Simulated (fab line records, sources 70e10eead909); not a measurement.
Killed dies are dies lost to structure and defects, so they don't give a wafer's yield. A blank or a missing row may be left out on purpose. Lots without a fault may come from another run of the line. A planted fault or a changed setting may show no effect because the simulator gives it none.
Chamber matching | flow nand_harc | NHARC_A_SGD_CUT_CMP_21 on cmp-02: 4 sister chambers
The step polishes, target thk 148.19 nm. 8 wafers are shown with their chamber, then 7 later ones without.

WAFERS WITH THEIR CHAMBER
wafer  | chamber | motor_current_A (A) | time_to_endpoint_s (s)
L522.4 | 2       | 11.7                | 53.6
L536.2 | 0       | 12.9                | 52.3
L536.6 | 1       | 11.3                | 50.2
L538.1 | 2       | 11.1                | 50.2
L538.2 | 3       | 13.4                | 50.5
L538.3 | 0       | 12.9                | 51.9
L541.4 | 1       | 11.7                | 47.7
L541.5 | 3       | 13.1                | 51.0

WAFERS WITHOUT THEIR CHAMBER
wafer  | motor_current_A (A) | time_to_endpoint_s (s)
L541.6 | 11.6                | 50.7
L542.2 | 11.4                | 47.2
L542.5 | 12.5                | 48.7
L542.6 | 12.9                | 44.5
L545.1 | 11.5                | 49.3
L545.3 | 12.2                | 50.1
L545.4 | 11.6                | 47.9

WHICH CHAMBER EACH WENT THROUGH
wafer  | from the rows above               | in truth
L541.6 | can't be placed: 2 or 1           | 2
L542.2 | can't be placed: 1 or 2           | 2
L542.5 | can't be placed: 0 or 3 or 1 or 2 | 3
L542.6 | can't be placed: 3 or 0 or 1      | 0
L545.1 | can't be placed: 1 or 2           | 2
L545.3 | can't be placed: 1 or 0 or 2 or 3 | 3
L545.4 | can't be placed: 1 or 2           | 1
Placed correctly: 0 of 7. Can't be placed from these rows: 7 (the true chamber is among the candidates in 7). Placed wrongly: 0.
How it was worked out, from the rows above alone: a wafer's distance from a chamber is the root of the sum, over the readings, of the square of ((its reading less the chamber's mean) divided by the reading's scatter). The wafer belongs to the nearest chamber; if the next one is less than 2 further off, it can't be placed. A chamber's mean is the mean of its shown wafers. The scatter: the root of (the sum of the squares of (reading less its chamber's mean) over the shown wafers, divided by (wafers less chambers)).
